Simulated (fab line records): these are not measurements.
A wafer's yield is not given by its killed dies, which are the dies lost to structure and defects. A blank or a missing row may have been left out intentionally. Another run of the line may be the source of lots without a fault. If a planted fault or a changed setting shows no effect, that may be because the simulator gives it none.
Chamber matching + flow n5-finfet + 4 sister chambers for N5_FIN_CUT_ETCH_30 on rie-diel-03
The step etches underlayer in N2/H2, target depth 13 nm, time 10.4 s. 8 wafers are shown with their chamber, then 8 later ones without.

WAFERS PAIRED WITH THEIR CHAMBERS
| wafer  | chamber | showerhead-plenum-p-Torr (Torr) | drypump-motor-current-A (A) |
|--------|---------|---------------------------------|-----------------------------|
| L083.4 | 0       | 2.64                            | 6.0                         |
| L084.2 | 2       | 2.49                            | 5.3                         |
| L085.4 | 3       | 2.41                            | 6.5                         |
| L085.5 | 1       | 2.73                            | 5.0                         |
| L088.1 | 3       | 2.41                            | 6.5                         |
| L088.5 | 2       | 2.49                            | 5.3                         |
| L088.6 | 1       | 2.72                            | 5.0                         |
| L092.1 | 0       | 2.64                            | 5.9                         |

WAFERS WITHOUT THEIR CHAMBER
| wafer  | showerhead-plenum-p-Torr (Torr) | drypump-motor-current-A (A) |
|--------|---------------------------------|-----------------------------|
| L092.2 | 2.72                            | 5.0                         |
| L092.4 | 2.41                            | 6.5                         |
| L093.2 | 2.64                            | 6.0                         |
| L093.3 | 2.72                            | 5.0                         |
| L093.4 | 2.41                            | 6.5                         |
| L095.2 | 2.48                            | 5.3                         |
| L095.5 | 2.63                            | 6.0                         |
| L095.6 | 2.40                            | 6.5                         |

THE CHAMBER EACH PASSED THROUGH
| wafer  | from the rows above | in truth |
|--------|---------------------|----------|
| L092.2 | 1                   | 1        |
| L092.4 | 3                   | 3        |
| L093.2 | 0                   | 0        |
| L093.3 | 1                   | 1        |
| L093.4 | 3                   | 3        |
| L095.2 | 2                   | 2        |
| L095.5 | 0                   | 0        |
| L095.6 | 3                   | 3        |
Correctly placed: 8 of 8. Left unplaced by these rows: 0. Number placed wrongly: 0.
How it was worked out, from the rows above alone: a wafer's distance from a chamber is the root of the sum, over the readings, of the square of ((its reading less the chamber's mean) divided by the reading's scatter). The wafer belongs to the nearest chamber; if the next one is less than 2 further off, it can't be placed. The mean given for a chamber averages the wafers shown for that chamber. How the scatter is found: for the shown wafers, subtract from each reading the mean of its chamber, square and add these, divide the total by (wafers less chambers), then take the root.
